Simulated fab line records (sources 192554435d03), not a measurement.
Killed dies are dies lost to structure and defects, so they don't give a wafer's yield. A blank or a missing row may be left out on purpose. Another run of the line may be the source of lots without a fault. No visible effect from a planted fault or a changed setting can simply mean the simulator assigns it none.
Split-lot trial -- flow n5Finfet -- 21 wafers read across 7 lots, on a route 1938 steps long

## ABOUT THE SPLIT
At N5_BEOL_M3_DESCUM_33 (chemistry O2, time 7 s), the setting timeS was moved away from the recipe's 7 s on 4 of the 21 wafers read, by -22.4% to +5.7%. The other wafers ran this setting at the recipe's value.

The split's own step is where the reading is taken.

## THE READING
CAR-EUV_of_BEOL_M3_COAT_22.thkNm (the simulator's own value, which no gauge read), in nm, at N5_BEOL_M3_DESCUM_33 (chemistry O2, time 7 s). There is no usual value for it anywhere in the file. Across the 17 wafers here that went through the recipe, the average is 26.1 nm and the standard deviation 0.096 nm.

wafer,"tool, chamber at the split","timeS as run, s",against the recipe,"CAR-EUV_of_BEOL_M3_COAT_22.thkNm, nm",against lot-mates on the recipe
L079.2,"rieDiel-03, 0",7.402,+5.7%,26,-0.2
L079.4,"rieDiel-03, 1,3",7,recipe,26.2,-
L079.5,"rieDiel-03, 1,3",7,recipe,26.2,-
L082.1,"rieDiel-06, 3,2,0",7,recipe,26,-
L082.2,"rieDiel-06, 3,2,0",7,recipe,26,-
L082.6,"rieDiel-06, 3,2,0",7,recipe,26,-
L084.2,"rieDiel-03, 2,1,2",7,recipe,26,-
L084.4,"rieDiel-03, 2,1,2",7,recipe,26,-
L084.6,"rieDiel-03, 2,1,2",7,recipe,26,-
L086.3,"rieDiel-03, 1",7,recipe,26,-
L086.5,"rieDiel-03, 1",5.938,-15.2%,26.6,+0.5
L086.6,"rieDiel-03, 0",7,recipe,26.2,-
L087.1,"rieDiel-03, 1",7,recipe,26.2,-
L087.2,"rieDiel-03, 3",7,recipe,26,-
L087.5,"rieDiel-03, 0",5.647,-19.3%,26.8,+0.7
L088.1,"rieDiel-03, 3",5.434,-22.4%,27,+0.9
L088.3,"rieDiel-03, 0",7,recipe,26.2,-
L088.5,"rieDiel-03, 1",7,recipe,26,-
L091.2,"rieDiel-06, 0,3",7,recipe,26,-
L091.5,"rieDiel-06, 0,3",7,recipe,26,-
L091.6,"rieDiel-06, 0",7,recipe,26.2,-
Rows listing several chambers each stand for several wafers; the file does not say which wafer went through which chamber.

THE FIT
A straight line over all 21 wafers: CAR-EUV_of_BEOL_M3_COAT_22.thkNm changes by -0.0377 nm for each +1% of timeS; r = -0.94; the points scatter about the line by 0.098 nm.
The same after taking each lot's own level away (the mean of its wafers on the recipe; 21 wafers): -0.0373 nm for each +1%; r = -0.97; scatter 0.071 nm.
Per that fit: largest timeS move, reading shift of 0.83 nm.
Measured against the standard deviation above, the lots' own levels, which go from 26.00 to 26.20 nm, span 2.1 times it.
The two slopes are in agreement: the lot-to-lot level therefore moves the slope only a little.
Check: with one of the wafers moved furthest among these (-22.4%) left out of the fit, the line predicts +0.782 nm for it against its lot-mates. It came out at +0.9 nm against them.

## FURTHER SPLITS ON THESE WAFERS
Note: prior to the reading, these wafers also went through further splits. Each is held against what the fit with the lots' levels taken away leaves over:
other split on the same wafers,wafers away from the commonest value,r with CAR-EUV_of_BEOL_M3_COAT_22.thkNm (lot level and that fit taken away)
N5_BEOL_M2_ALD_98 aldCycles,6,+0.45
N5_BEOL_M3_COAT_61 spinRpm,6,-0.35
N5_BEOL_M3_EXPOSE_25 doseMj,6,+0.24

## FILE'S OWN FIT
CAR-EUV_of_BEOL_M3_COAT_22.thkNm changes by -0.0373 nm for each +1% of timeS, r = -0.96.
